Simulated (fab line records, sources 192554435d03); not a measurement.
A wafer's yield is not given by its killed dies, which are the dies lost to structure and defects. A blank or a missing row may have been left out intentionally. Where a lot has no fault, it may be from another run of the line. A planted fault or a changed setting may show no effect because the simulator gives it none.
Split-lot experiment	flow n5-finfet	route with 1938 steps; 7 lots, 21 wafers read

## SPLIT DETAILS
At N5_BEOL_M8_TRENCH_ETCH_37 (etches SiCOH lowk in C4F6/O2, target depth 93.478 nm, time 31.2 s), the setting source-w was moved away from the recipe's 345 W on 6 of the 21 wafers read, by -17.3% to +11.4%. For the rest of the wafers, this setting stayed at what the recipe calls for.

## FROM THE SPLIT TO THE READING: what the file shows between them, 11 steps
- N5_BEOL_M8_ETCH_41: etches SiCN in CH3F/O2, target depth 31.9 nm, time 57.8 s
- N5_BEOL_M8_STRIP_80: strips in N2/H2, time 10 s
- N5_BEOL_M8_OCD_MEAS_38
- N5_BEOL_M8_HM_STRIP_39: strips TiN in peroxide tin strip, target depth 25 nm, time 158 s
- N5_BEOL_M8_SRD_40: time 30 s
- N5_BEOL_M8_ECD_50: material Cu, target thk 300 nm
- N5_BEOL_M8_ANNEAL_51: time 90 s
- N5_BEOL_M8_CMP_52: polishes, stops on SiCOH lowk, t overpolish 6.9 s, target thk 80 nm
- N5_BEOL_M8_THK_MEAS_53: measures by xrf
- N5_BEOL_M8_PRE_CLEAN_55: time 15 s
- N5_BEOL_M8_DEP_56: deposits SiCN from 3MS/NH3, target thk 10 nm, time 17.5 s

## THE READING
M8_RS (ohm/sq), read at N5_BEOL_M8_RS_MEAS_57 with a four-point probe. Typical for fault-free wafers on this fab line: 0.286 ohm/sq, with standard deviation 0.0067 ohm/sq.

wafer	tool, chamber at the split	source-w as run, W	against the recipe	M8_RS, ohm/sq	against lot-mates on the recipe
L075.1	rie-diel-02, 3	345	recipe	0.288	-
L075.4	rie-diel-02, 0	345	recipe	0.293	-
L075.6	rie-diel-02, 0	345	recipe	0.284	-
L077.2	rie-diel-01, 0	345	recipe	0.282	-
L077.3	rie-diel-01, 3	345	recipe	0.286	-
L077.4	rie-diel-01, 1	345	recipe	0.303	-
L076.1	rie-diel-01, 2	345	recipe	0.279	-
L076.4	rie-diel-01, 1	285.3	-17.3%	0.326	+0.047
L076.6	rie-diel-01, 1	285.3	-17.3%	0.316	+0.037
L078.1	rie-diel-02, 3	345	recipe	0.290	-
L078.4	rie-diel-02, 0	345	recipe	0.297	-
L078.6	rie-diel-02, 3	314.5	-8.8%	0.308	+0.015
L080.1	rie-diel-02, 1	345	recipe	0.280	-
L080.4	rie-diel-02, 2	345	recipe	0.285	-
L080.6	rie-diel-02, 1	345	recipe	0.291	-
L079.1	rie-diel-06, 3	384.4	+11.4%	0.282	-0.010
L079.3	rie-diel-06, 1	345	recipe	0.292	-
L079.4	rie-diel-06, 0	384.4	+11.4%	0.282	-0.010
L094.4	rie-diel-01, 3	345	recipe	0.290	-
L094.5	rie-diel-01, 2	345	recipe	0.285	-
L094.6	rie-diel-01, 3	285.3	-17.3%	0.330	+0.043

FIT RESULTS
A straight line over all 21 wafers: M8_RS changes by -0.00168 ohm/sq for each +1% of source-w; r = -0.87; the points scatter about the line by 0.0074 ohm/sq.
The same after taking each lot's own level away (the mean of its wafers on the recipe; 21 wafers): -0.00199 ohm/sq for each +1%; r = -0.92; scatter 0.0067 ohm/sq.
According to that fit, moving source-w by its largest amount changes the reading by 0.034 ohm/sq.
From 0.2790 to 0.2935 ohm/sq: that is the span of the lots' own levels, equal to 2.2 times the standard deviation above.
Hence the slope depends on the lot-to-lot level, as the two fits are not the same.
Check: with one of the wafers moved furthest among these (-17.3%) left out of the fit, the line predicts +0.0331 ohm/sq for it against its lot-mates. It came out at +0.047 ohm/sq against them.
Tool readings at the split's step, against how far the setting was moved: rf-vpp-V r = -0.96.

## OTHER SPLITS ON THESE WAFERS
Before the reading, these wafers also passed through other splits. Each is held against what the fit with the lots' levels taken away leaves over:
other split on the same wafers	wafers away from the commonest value	r with M8_RS (lot level and that fit taken away)
N5_BEOL_M8_DESCUM_33 time-s	6	+0.06

## THE WHOLE CHAIN: every reading that the file lists as answering this split, in the file's order
step	what it does	reading	change (the file's fit)	r (the file's)
N5_BEOL_M8_TRENCH_ETCH_37	etches SiCOH lowk in C4F6/O2, target depth 93.478 nm, time 31.2 s	rf-vpp-V	-3.82 V for each +1% of the setting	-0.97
N5_BEOL_M8_TRENCH_ETCH_37	etches SiCOH lowk in C4F6/O2, target depth 93.478 nm, time 31.2 s	etch.depth-nm (the simulator's own value, which no gauge read)	+0.473 nm for each +1% of the setting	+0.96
N5_BEOL_M8_TRENCH_ETCH_37	etches SiCOH lowk in C4F6/O2, target depth 93.478 nm, time 31.2 s	BEOL_M8.feature-depth-nm (the simulator's own value, which no gauge read)	+0.475 nm for each +1% of the setting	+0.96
N5_BEOL_M8_OCD_MEAS_38		trench-depth-nm	+0.478 nm for each +1% of the setting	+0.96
N5_BEOL_M8_CMP_52	polishes, stops on SiCOH lowk, t overpolish 6.9 s, target thk 80 nm	Cu_of_BEOL_M8_ECD_50.thk-nm (the simulator's own value, which no gauge read)	+0.45 nm for each +1% of the setting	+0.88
N5_BEOL_M8_THK_MEAS_53	measures by xrf	M8_THK	+0.427 for each +1% of the setting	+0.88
N5_BEOL_M8_RS_MEAS_57	measures by four-point-probe	M8_RS	-0.00212 for each +1% of the setting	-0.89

## THE FILE'S OWN FIT
M8_RS changes by -0.00212 ohm/sq for each +1% of source-w, r = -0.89.
